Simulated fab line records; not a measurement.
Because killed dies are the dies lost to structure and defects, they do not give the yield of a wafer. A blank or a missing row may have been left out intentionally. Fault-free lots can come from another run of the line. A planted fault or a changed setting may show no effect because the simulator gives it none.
Matching of chambers    flow n5-finfet    pecvd-04 running N5_BEOL_M2_PECVD_72: 3 sister chambers
The step deposits SiO2 from TEOS/O2, target thk 16 nm, time 18 s. 16 wafers are shown with their chamber, then 8 later ones without.

== WAFERS, EACH WITH ITS CHAMBER ==
wafer   chamber  throttle-valve-pct (%)  showerhead-plenum-p-Torr (Torr)  heater-power-w (W)
L074.2  2        22.0                    8.81                             696
L074.3  0        22.7                    8.75                             645
L074.5  2        21.8                    8.82                             706
L077.1  2        21.8                    8.79                             630
L077.3  0        22.4                    8.74                             610
L077.4  0        22.6                    8.74                             625
L084.3  1        25.2                    8.86                             669
L084.4  0        22.8                    8.73                             616
L084.5  2        21.6                    8.82                             632
L085.3  0        22.6                    8.74                             646
L085.5  2        22.1                    8.82                             607
L085.6  1        24.7                    8.88                             634
L086.2  1        25.2                    8.88                             565
L086.3  0        22.6                    8.74                             624
L086.5  2        22.2                    8.81                             607
L087.2  0        22.8                    8.74                             653

SIGNATURES (averages over the wafers above)
reading                   chamber 0  chamber 1  chamber 2  scatter within a chamber
throttle-valve-pct        22.643     25.033     21.917     0.202
showerhead-plenum-p-Torr  8.7400     8.8733     8.8117     0.00941
heater-power-w            631.29     622.67     646.33     36
Rule: for each reading, subtract the chamber's mean from the wafer's reading, divide by that reading's scatter and square the result; add these up over the readings and take the root, which gives the wafer's distance from the chamber. If the next closest chamber is less than 2 further off than the closest, the wafer can't be placed; otherwise it belongs to the closest. The scatter is the square root of a quotient: the sum, over the shown wafers, of each reading's squared deviation from its chamber's mean, divided by wafers minus chambers.

== WAFERS WITHOUT THEIR CHAMBER ==
wafer   throttle-valve-pct (%)  showerhead-plenum-p-Torr (Torr)  heater-power-w (W)
L087.3  22.2                    8.82                             591
L087.4  21.9                    8.80                             589
L091.1  22.9                    8.72                             642
L091.2  24.9                    8.87                             712
L091.5  25.2                    8.86                             682
L093.1  22.8                    8.74                             631
L093.2  22.2                    8.82                             572
L093.3  22.3                    8.82                             583

== WHICH CHAMBER EACH WENT THROUGH ==
wafer   from the rows above  in truth
L087.3  2                    2
L087.4  2                    2
L091.1  0                    0
L091.2  1                    1
L091.5  1                    1
L093.1  0                    0
L093.2  2                    2
L093.3  2                    2
Correct placement for 8 of the 8. Not placeable from these rows: 0. Number placed wrongly: 0.
